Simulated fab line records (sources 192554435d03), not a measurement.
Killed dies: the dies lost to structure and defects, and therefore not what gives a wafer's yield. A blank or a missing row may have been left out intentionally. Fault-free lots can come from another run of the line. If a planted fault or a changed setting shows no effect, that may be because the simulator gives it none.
Code-filled problem report in 8D (eight disciplines) form + flow n5-finfet + the parts of the form that need people (team, actions taken, sign-off) are left out
Where a reading is given only as a bound, like >300, the bound stands for it, and a mean or a difference that rests on one is marked > or <: the true number lies beyond.

## 1. WHAT WENT WRONG
raw-defect-count at N5_SD_EPI_N_INSPECT_26 reads a mean of 814 on 6 wafers of 2 lots; wafers without a fault read 229 with a standard deviation of 45. Measured from the usual mean, that is +13 standard deviations.
The step: inspects for defects (darkfield).
Seen first at day 5 15:05 on defect-inspect-01, wafer L179.1. The record has a number at this step for 21 wafers belonging to 7 lots. Rule for "out" (also "out of limits"): further than 4 standard deviations from the usual mean. All remaining wafers that have a number are taken as sound.

## 2. WHAT IT IS AND WHAT IT IS NOT
| question                    | is                                   | is not                                                                         |
|-----------------------------|--------------------------------------|--------------------------------------------------------------------------------|
| which readings at this step | raw-defect-count                     | -                                                                              |
| which lots                  | L179, L184                           | L174, L176, L183, L191, L193                                                   |
| which wafers of those lots  | all that have a number               | -                                                                              |
| read on which gauges        | defect-inspect-01, defect-inspect-02 | -                                                                              |
| when                        | from day 5 15:05                     | up to then (6 sound wafers); but 9 sound wafers of L183, L191, L193 came after |

## 3. THE SUSPECTS, EACH WITH WHAT RULES IT OUT
Counting: a tool stays on the suspect list if, at a process step up to the reading, it processed all lots that are out and no sound lot following the first of them.
- the gauge at N5_SD_EPI_N_INSPECT_26 has been ruled out. The wafers that are out were read on 2 gauges (defect-inspect-01, defect-inspect-02).
- rie-diel-02 at N5_DUMMY_GATE_ETCH_42 (etches SiO2 in CHF3/O2, target depth 3.5 nm, time 31 s): kept. Every lot that is out went through it, starting with L179 (day 5 09:36), and after that it ran no sound lot; the last sound lot it ran before then is L176 (day 4 13:16).
- plasma-asher-01 at N5_SD_EPI_N_STRIP_38 (strips in N2/H2): kept. Every lot that is out went through it, starting with L179 (day 5 11:36), and after that it ran no sound lot; the last sound lot it ran before then is L176 (day 4 17:03).
What counting leaves: rie-diel-02 at N5_DUMMY_GATE_ETCH_42 and plasma-asher-01 at N5_SD_EPI_N_STRIP_38.

## 4. THE CAUSE (what the simulator had put in)
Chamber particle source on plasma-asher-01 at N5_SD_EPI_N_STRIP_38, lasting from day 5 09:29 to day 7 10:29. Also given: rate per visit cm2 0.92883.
Counting leaves 2 suspects; this tool is one of them.

## 5. THE EFFECT CHAIN, in route order
Each row: a reading where the mean over the struck wafers with a number is more than 3 standard deviations away from the usual. Readings are gone through only where the record gives a usual standard deviation; hours: the median, over the lots, of the time from a lot's start at the first step in this table giving one to that lot's start at this step; sigmas: the change measured in usual standard deviations.
| hours | step                    | reading              | usual  | on struck wafers | change | sigmas      |
|-------|-------------------------|----------------------|--------|------------------|--------|-------------|
| 0     | N5_SD_EPI_N_INSPECT_26  | raw-defect-count     | 229    | 814              | +584   | +13         |
| 0     | N5_SD_EPI_P_INSPECT_11  | raw-defect-count     | 2.1    | >300             | >+298  | +99 or more |
| 4     | N5_SD_EPI_P_INSPECT_26  | raw-defect-count     | 200    | 773              | +573   | +14         |
| 215   | N5_PASSIVATION_PROBE_49 | defect-limited-yield | 91.0 % | 81.2             | -9.8   | -6.5        |
| 215   | N5_PASSIVATION_PROBE_49 | killed-at-front-end  | 42     | 150              | +108   | +9.0        |
| 215   | N5_PASSIVATION_PROBE_49 | killed-dies          | 106    | 221              | +115   | +6.4        |
| 215   | N5_PASSIVATION_PROBE_49 | killed-on-rim        | 13     | 27               | +14    | +3.1        |
| 215   | N5_PASSIVATION_PROBE_49 | sort_bin_5_function  | 5.3 %  | 12.3             | +7.0   | +7.0        |
| 215   | N5_PASSIVATION_PROBE_49 | sort-n-pass          | 1074   | 959              | -115   | -6.4        |
| 215   | N5_PASSIVATION_PROBE_49 | sort-yield-pct       | 91.0 % | 81.2             | -9.8   | -6.5        |
It contains these process steps:
- N5_PASSIVATION_PROBE_49
At these later measuring or inspecting steps, every struck wafer for which the step has a row has a number for every such reading, and none has moved that far: N5_BEOL_M4_RC_MEAS_101.

## 6. WHAT WOULD HAVE CAUGHT IT SOONER
The first out-of-limits reading at a measuring or inspecting step in this record came at day 5 15:05, 6 hours after the fault's start at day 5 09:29.
No tool reading at N5_SD_EPI_N_STRIP_38 that has a usual standard deviation in the record was out on any struck wafer, so an alarm limit of 4 standard deviations on those readings would not have fired.
Lots out: 2; of these, L184 started N5_SD_EPI_N_STRIP_38 on plasma-asher-01 after day 5 15:05. A tool hold placed at that time would have kept it from harm.
